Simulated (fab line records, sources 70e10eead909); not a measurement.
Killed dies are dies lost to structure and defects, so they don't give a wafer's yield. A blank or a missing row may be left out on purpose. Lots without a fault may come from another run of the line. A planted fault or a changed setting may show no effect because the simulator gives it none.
fab line records | flow nand_harc
record lots=12 wafers=36 last_day=23
route steps=1159 shown A_CONTACT@864 A_BONDPAD@1073 HYBRID_BOND@1094 END@1158
lots that met no fault: from a run of the same line without faults
start_h: hours from the record's first day to the start of the lot's first wafer shown | wait_h: hours since the lot's step before | " the same as in the row above | L1.1+2: a row that stands for several wafers | - no value, or no start given | * or withheld: withheld | < > ~ a bound
route shown NAME@n: a module of which the file shows steps, and the number in the route of the first | usual: mean/standard deviation of fault-free wafers | same: alike in all rows | chamber/n: place in a boat | sites: the reading at each site | _std_site: their standard deviation | _edge_site: outer sites' mean less inner sites' | radius_mm: how far each site lies from the wafer's centre | mask NAME#n: copy n | behind: the tool/chamber that last shaped the wafer | hold: why the lot was held/for how many hours/how that ended | device: the transistor (n, p or np) that didn't switch | end of line: the same wafers' tests at the end of the route | a step without rows: its recipe alone | killed: dies lost to structure and defects at the first sort, not the wafer's yield | map: a wafer's dies, x killed, . not, _ none there
set.NAME: the setting as run; set.NAME@STEP: as run at that earlier step | model.NAME: the simulator's own value behind a step, which no gauge read
steps of the route over a sample of lots; a table a step, a row a wafer
services: from which hour (start_h, from the record's first day; less than 0 if before it) a tool's chamber was out of use, for how many hours, and why
## steps
# step NHARC_A_CONTACT_ETCH_113
# recipe source_w=withheld pressure_mtorr=20 bias_v=3000 time_s=94 target_depth_a=9220 ar_flow_sccm=withheld c4f8_flow_sccm=withheld o2_flow_sccm=withheld chemistry=C4F8/O2/Ar
# columns lot.wafer tool chamber start_h wait_h rf_hours_counter_h
L646.1 har_cap_etch-01 1 379.83 0.1 58
L646.6 " 0 " " -
L646.5 " 1 " " -
L649.1 har_cap_etch-02 1 386.55 0.1 13
L649.4 " 0 " " -
L649.6 " 0 " " -
L647.1 har_cap_etch-03 0 386.89 0.1 84
L647.3 " 0 " " -
L647.6 " 0 " " -
L651.2 har_cap_etch-02 1 410.86 0.1 17
L651.4 " 0 " " -
L651.3 " 1 " " -
L652.2 har_cap_etch-01 0 411.92 0.1 63
L652.3 " 0 " " -
L652.5 " 1 " " -
L654.1 har_cap_etch-02 1 419.27 0.1 18
L654.4 " 0 " " -
L654.6 " 0 " " -
L650.1 har_cap_etch-01 1 420.28 0.1 64
L650.6 " 1 " " -
L650.5 " 0 " " -
L653.2 har_cap_etch-01 1 426.77 0.1 66
L653.3 " 1 " " -
L653.5 " 1 " " -
L658.3 har_cap_etch-01 1 441.10 0.1 -
L658.5 " 0 " " -
L658.6 " 1 " " -
L657.1 har_cap_etch-03 0 445.16 0.1 94
L657.3 " 1 " " -
L657.5 " 0 " " -
L661.1 har_cap_etch-01 1 468.73 0.1 74
L661.4 " 1 " " -
L661.3 " 0 " " -
L663.4 har_cap_etch-01 0 473.86 0.1 -
L663.5 " 1 " " -
L663.6 " 0 " " -
# step NHARC_A_BONDPAD_OVL_MEAS_35
# usual overlay_x_nm=0/6.5 overlay_y_nm=1/5.7
# columns lot.wafer tool chamber start_h wait_h overlay_x_nm overlay_y_nm
L646.1 overlay-01 - 413.92 - 9 10
L646.5 " - " " 9 10
L646.6 " - " " 9 9
L649.1 overlay-01 - 420.64 - -7 4
L649.4 " - " " -7 4
L649.6 " - " " -6 5
L647.1 overlay-01 - 421.29 - -4 -1
L647.3 " - " " -4 -1
L647.6 " - " " -4 -1
L651.2 overlay-02 - 454.71 - -14 -10
L651.3 " - " " -14 -11
L651.4 " - " " -13 -11
L652.2 overlay-01 - 455.18 - 0 1
L652.3 " - " " 1 1
L652.5 " - " " 0 1
L654.1 overlay-02 - 460.47 - -2 -7
L654.4 " - " " -1 -6
L654.6 " - " " -1 -6
L650.1 overlay-02 - 460.89 - 6 10
L650.5 " - " " 6 12
L650.6 " - " " 6 11
L653.2 overlay-01 - 463.75 - 1 -1
L653.3 " - " " 1 -1
L653.5 " - " " 1 -2
L658.3 overlay-01 - 479.80 - 13 -2
L658.5 " - " " 13 -1
L658.6 " - " " 13 -2
L657.1 overlay-01 - 480.13 - 2 -2
L657.3 " - " " 2 -2
L657.5 " - " " 1 -2
L661.1 overlay-02 - 505.54 - 4 -1
L661.3 " - " " 3 -1
L661.4 " - " " 4 -2
L663.4 overlay-01 - 514.29 - -9 -10
L663.5 " - " " -9 -10
L663.6 " - " " -9 -10
# step NHARC_HYBRID_BOND_ACTIVATE_00
# recipe time_s=60 n2_flow_sccm=200 ar_flow_sccm=0 bias_power_w=0 chemistry=N2
# usual drypump_motor_current_A=5.7/0.51 oes_product_au=0.996/0.012 rf_vpp_V=64.0/0.97 showerhead_plenum_p_Torr=1.76/0.08
# same bias_power_w=0
# columns lot.wafer tool chamber start_h wait_h drypump_motor_current_A oes_product_au rf_hours_counter_h rf_vpp_V showerhead_plenum_p_Torr
L646.1 rie_diel-11 2 416.71 0.1 5.8 0.979 4 65.4 1.74
L646.6 " 0 " " 6.4 1.015 - 63.8 1.67
L646.5 " 1 " " 5.0 0.982 - 64.1 1.86
L649.4 rie_diel-11 0 423.42 0.1 6.5 1.011 4 62.6 1.67
L649.1 " 1 " " 5.0 1.001 4 64.7 1.86
L649.6 " 0 " " 6.5 1.011 - 64.3 1.67
L647.3 rie_diel-08 1 424.10 0.1 5.7 1.003 40 65.0 1.86
L647.1 " 2 " " 5.5 1.011 36 64.7 1.85
L647.6 " 0 " " 5.2 1.017 - 63.0 1.72
L651.3 rie_diel-11 0 457.44 0.1 6.4 1.001 7 63.1 1.67
L651.4 " 2 " " 5.9 0.986 8 63.2 1.74
L651.2 " 3 " " 6.2 0.993 7 63.1 1.67
L652.3 rie_diel-11 0 458.43 0.1 6.5 1.017 7 63.2 1.67
L652.2 " 3 " " 6.2 0.987 7 65.3 1.67
L652.5 " 1 " " 5.0 0.996 - 64.8 1.86
L654.1 rie_diel-08 2 463.31 0.1 5.5 0.991 51 64.5 1.84
L654.4 " 0 " " 5.2 1.014 59 62.9 1.72
L654.6 " 2 " " 5.5 0.994 - 63.9 1.84
L650.1 rie_diel-11 0 463.69 0.1 6.5 1.010 8 63.3 1.67
L650.6 " 3 " " 6.2 0.985 - 63.7 1.67
L650.5 " 0 " " 6.5 1.005 - 65.0 1.67
L653.3 rie_diel-11 0 466.53 0.1 6.4 1.003 8 64.4 1.67
L653.2 " 2 " " 5.8 0.981 9 63.1 1.74
L653.5 " 0 " " 6.4 1.004 - 64.1 1.67
L658.3 rie_diel-11 3 482.59 0.1 6.2 0.975 9 63.6 1.67
L658.5 " 1 " " 5.0 0.988 - 66.3 1.86
L658.6 " 2 " " 5.9 0.983 - 63.7 1.74
L657.1 rie_diel-12 3 482.94 0.1 5.2 0.986 37 64.1 1.84
L657.3 " 0 " " 5.6 1.016 39 62.7 1.70
L657.5 " 0 " " 5.6 1.004 - 64.1 1.70
L661.4 rie_diel-11 1 508.32 0.1 5.0 1.006 13 64.1 1.86
L661.1 " 2 " " 5.8 0.986 13 62.9 1.74
L661.3 " 3 " " 6.2 0.984 12 64.3 1.67
L663.4 rie_diel-11 3 517.02 0.1 6.2 0.989 12 63.7 1.67
L663.6 " 3 " " 6.2 0.989 - 65.0 1.67
L663.5 " 0 " " 6.4 1.014 - 64.5 1.67
# step NHARC_END_WLT_00
# usual VT_DECK1_BOTTOM=0.871/0.0078 VT_DECK1_BOTTOM_INNER=0.872/0.0077 VT_DECK1_MEDIAN_NEAR_BOTTOM=0.873/0.0072 VT_DECK1_MEDIAN_NEAR_BOTTOM_INNER=0.872/0.0074 VT_DECK1_MIDDLE=0.885/0.0072 VT_DECK1_MIDDLE_INNER=0.885/0.0071 VT_DECK1_TOP=0.897/0.0066 VT_DECK1_TOP_INNER=0.896/0.0065
# columns lot.wafer tool chamber start_h wait_h VT_DECK1_BOTTOM VT_DECK1_BOTTOM_INNER VT_DECK1_MEDIAN_NEAR_BOTTOM VT_DECK1_MEDIAN_NEAR_BOTTOM_INNER VT_DECK1_MIDDLE VT_DECK1_MIDDLE_INNER VT_DECK1_TOP VT_DECK1_TOP_INNER
L646.1 prober-01 - 441.37 0.0 0.870 0.870 0.872 0.881 0.886 0.873 0.897 0.900
L646.5 " - 443.35 2.0 0.872 0.867 0.868 0.869 0.875 0.881 0.900 0.902
L646.6 " - " " 0.877 0.884 0.876 0.872 0.884 0.877 0.896 0.895
L647.1 prober-02 - 456.83 7.7 0.867 0.868 0.865 0.872 0.880 0.883 0.890 0.891
L647.3 " - 457.83 8.7 0.851 0.855 0.854 0.863 0.867 0.870 0.891 0.890
L647.6 " - 459.33 10.1 0.857 0.857 0.862 0.859 0.877 0.875 0.887 0.890
L649.1 prober-01 - 456.89 7.7 0.871 0.867 0.869 0.864 0.882 0.885 0.895 0.900
L649.4 " - 458.39 9.2 0.859 0.856 0.862 0.859 0.872 0.881 0.891 0.892
L649.6 " - 459.40 10.2 0.864 0.879 0.867 0.873 0.881 0.880 0.898 0.895
L652.2 prober-01 - 482.65 0.5 0.875 0.876 0.875 0.869 0.887 0.891 0.893 0.900
L652.3 " - " " 0.874 0.867 0.874 0.873 0.890 0.895 0.898 0.901
L652.5 " - " " 0.871 0.875 0.873 0.869 0.880 0.887 0.898 0.896
L651.2 prober-02 - 482.66 0.6 0.859 0.859 0.865 0.863 0.873 0.881 0.894 0.895
L651.3 " - " " 0.872 0.866 0.874 0.867 0.880 0.877 0.888 0.892
L651.4 " - " " 0.856 0.854 0.860 0.858 0.870 0.873 0.899 0.896
L650.1 prober-02 - 489.92 1.9 0.853 0.859 0.860 0.873 0.884 0.874 0.887 0.906
L650.5 " - 491.92 3.9 0.861 0.859 0.864 0.864 0.876 0.878 0.890 0.893
L650.6 " - " " 0.875 0.866 0.875 0.862 0.880 0.881 0.890 0.891
L653.2 prober-01 - 490.38 2.3 0.883 0.877 0.884 0.876 0.896 0.886 0.907 0.901
L653.3 " - " " 0.876 0.880 0.876 0.888 0.895 0.902 0.908 0.905
L653.5 " - 491.91 3.8 0.870 0.874 0.873 0.887 0.892 0.888 0.899 0.900
L654.1 prober-01 - 497.69 9.6 0.864 0.867 0.868 0.870 0.878 0.884 0.895 0.896
L654.4 " - 499.20 11.1 0.870 0.869 0.869 0.870 0.886 0.880 0.895 0.892
L654.6 " - 500.20 12.1 0.865 0.867 0.872 0.866 0.889 0.874 0.898 0.894
L658.3 prober-02 - 505.29 1.1 0.878 0.870 0.873 0.858 0.879 0.885 0.894 0.897
L658.5 " - 506.29 2.1 0.870 0.862 0.871 0.862 0.881 0.891 0.895 0.889
L658.6 " - " " 0.877 0.871 0.872 0.874 0.879 0.879 0.899 0.894
L657.1 prober-02 - 512.06 3.8 0.882 0.882 0.869 0.878 0.891 0.890 0.905 0.897
L657.3 " - 513.06 4.8 0.882 0.890 0.881 0.879 0.889 0.895 0.897 0.895
L657.5 " - " " 0.882 0.875 0.884 0.875 0.884 0.897 0.898 0.904
L661.1 prober-01 - 538.31 0.0 0.885 0.887 0.886 0.883 0.898 0.894 0.909 0.910
L661.3 " - 539.31 1.0 0.883 0.881 0.882 0.884 0.899 0.891 0.905 0.913
L661.4 " - " " 0.888 0.885 0.888 0.883 0.896 0.902 0.904 0.907
L663.4 prober-02 - 544.87 1.5 0.876 0.875 0.877 0.871 0.887 0.884 0.896 0.899
L663.5 " - " " 0.867 0.858 0.869 0.873 0.881 0.884 0.903 0.893
L663.6 " - " " 0.876 0.868 0.863 0.869 0.887 0.877 0.903 0.890
# step NHARC_END_SORT_01
# recipe temp_c=25
# usual killed_at_array=28/8.6 killed_at_other=0.7/1.2 killed_at_periphery=3.1/2.3 killed_dies=32/8.7 killed_open=3.2/1.7 killed_short=2.0/1.5
# same gross_dies=677
# columns lot.wafer tool chamber start_h wait_h killed_at_array killed_at_other killed_at_periphery killed_dies killed_open killed_short
L661.1 prober-01 0 541.32 2.5 57 1 4 62 3 7
L661.3 prober-01 0 542.94 3.1 86 1 3 90 3 2
L661.4 prober-01 0 543.74 3.4 64 0 2 66 3 1
L663.4 prober-02 0 548.75 3.4 82 0 2 84 3 4
L663.5 prober-02 0 549.55 3.7 42 0 4 46 2 2
L663.6 prober-02 0 550.35 4.0 97 0 5 102 2 1
# killed by level:class
L661.1 A_CONTACT:unspecified=25 A_SLIT:chamber_film_flake=15 A_CONTACT:chamber_film_flake=5 A_CHANNEL_HOLE_D1:chamber_film_flake=4 A_STAIRCASE:chamber_film_flake=2 P_GATE:geometric_particle:short=1 P_CONTACT:geometric_particle:open=1 P_CONTACT:geometric_particle:short=1
L661.3 A_CONTACT:unspecified=66 A_SLIT:chamber_film_flake=12 A_CHANNEL_HOLE_D1:chamber_film_flake=2 A_STAIRCASE:chamber_film_flake=2 A_CONTACT:chamber_film_flake=2 P_M0:geometric_particle:open=1 P_M0:geometric_particle:short=1 A_CHANNEL_FILL_D1:geometric_particle:open=1
L661.4 A_CONTACT:unspecified=32 A_SLIT:chamber_film_flake=16 A_CONTACT:chamber_film_flake=5 A_CHANNEL_HOLE_D1:chamber_film_flake=5 A_STAIRCASE:chamber_film_flake=3 P_CONTACT:geometric_particle:open=2 A_WL_FILL:geometric_particle:short=1 A_CONTACT:geometric_particle:open=1
L663.4 A_CONTACT:unspecified=63 A_CHANNEL_HOLE_D1:chamber_film_flake=6 A_CONTACT:chamber_film_flake=4 A_ONON_D1:geometric_particle:short=1 A_CHANNEL_HOLE_D1:geometric_particle:short=1 A_CHANNEL_FILL_D1:geometric_particle:short=1 A_SGD_CUT:geometric_particle:open=1 A_CONTACT:geometric_particle:open=1
L663.5 A_CONTACT:unspecified=26 A_CHANNEL_HOLE_D1:chamber_film_flake=8 A_CONTACT:chamber_film_flake=6 P_ZERO_WELL:chamber_film_flake=2 P_CONTACT:geometric_particle:open=1 P_CONTACT:geometric_particle:short=1 A_BLC:geometric_particle:open=1 A_M0:geometric_particle:short=1
L663.6 A_CONTACT:unspecified=80 A_CHANNEL_HOLE_D1:chamber_film_flake=7 A_CONTACT:chamber_film_flake=5 P_STI:chamber_film_flake=3 A_CONTACT:geometric_particle:open=2 P_M2:geometric_particle:short=1 P_ZERO_WELL:chamber_film_flake=1 A_STAIRCASE:chamber_film_flake=1
## services
# columns tool chamber start_h hours kind
rie_diel-11 - 366.50 9.0 pm
rie_diel-11 0 366.50 9.0 vent_cycle
rie_diel-11 1 366.50 9.0 vent_cycle
rie_diel-11 2 366.50 9.0 vent_cycle
rie_diel-11 3 366.50 9.0 vent_cycle
rie_diel-11 0 375.50 - clean
rie_diel-11 1 375.50 - clean
rie_diel-11 2 375.50 - clean
rie_diel-11 3 375.50 - clean
rie_diel-12 - 379.46 9.0 pm
rie_diel-11 0 400.00 - clean
rie_diel-11 1 400.00 - clean
rie_diel-11 2 400.00 - clean
rie_diel-11 3 400.00 - clean
rie_diel-08 - 412.46 2.5 repair
rie_diel-11 0 424.50 - clean
rie_diel-11 1 424.50 - clean
rie_diel-11 2 424.50 - clean
rie_diel-11 3 424.50 - clean
rie_diel-11 0 449.16 - clean
rie_diel-11 1 449.16 - clean
rie_diel-11 2 449.16 - clean
rie_diel-11 3 449.16 - clean
rie_diel-08 - 478.86 9.0 pm
## key
first_sign step=NHARC_END_SORT_01 reading=killed_at_array direction=up sigmas=5 usual=28 struck=71
effect step=NHARC_END_SORT_01 reading=killed_dies direction=up sigmas=4.9 usual=32 struck=75
more_kills_born_at NHARC_A_CONTACT_ETCH_113@har_cap_etch-01=290
met_at NHARC_A_CONTACT_ETCH_113
struck_lots L661,L663
tester_left_out L661,L663
not_acting_at NHARC_A_BONDPAD_OVL_MEAS_35,NHARC_HYBRID_BOND_ACTIVATE_00,NHARC_END_WLT_00
onset_between 441.10 468.73
also_fits time
fault kind=chamber_particle_source tool=har_cap_etch-01 chamber=- onset_h=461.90 steps=NHARC_A_CONTACT_ETCH_113 rate_per_visit_cm2=0.43021 end_h=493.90
# tester_left_out: of these lots the tester's yield and bins aren't shown, on N5 and GAA mostly nor the transistor test; their killed dies are dies lost to structure and defects alone, not to doping, threshold or leakage, so they don't give the yield
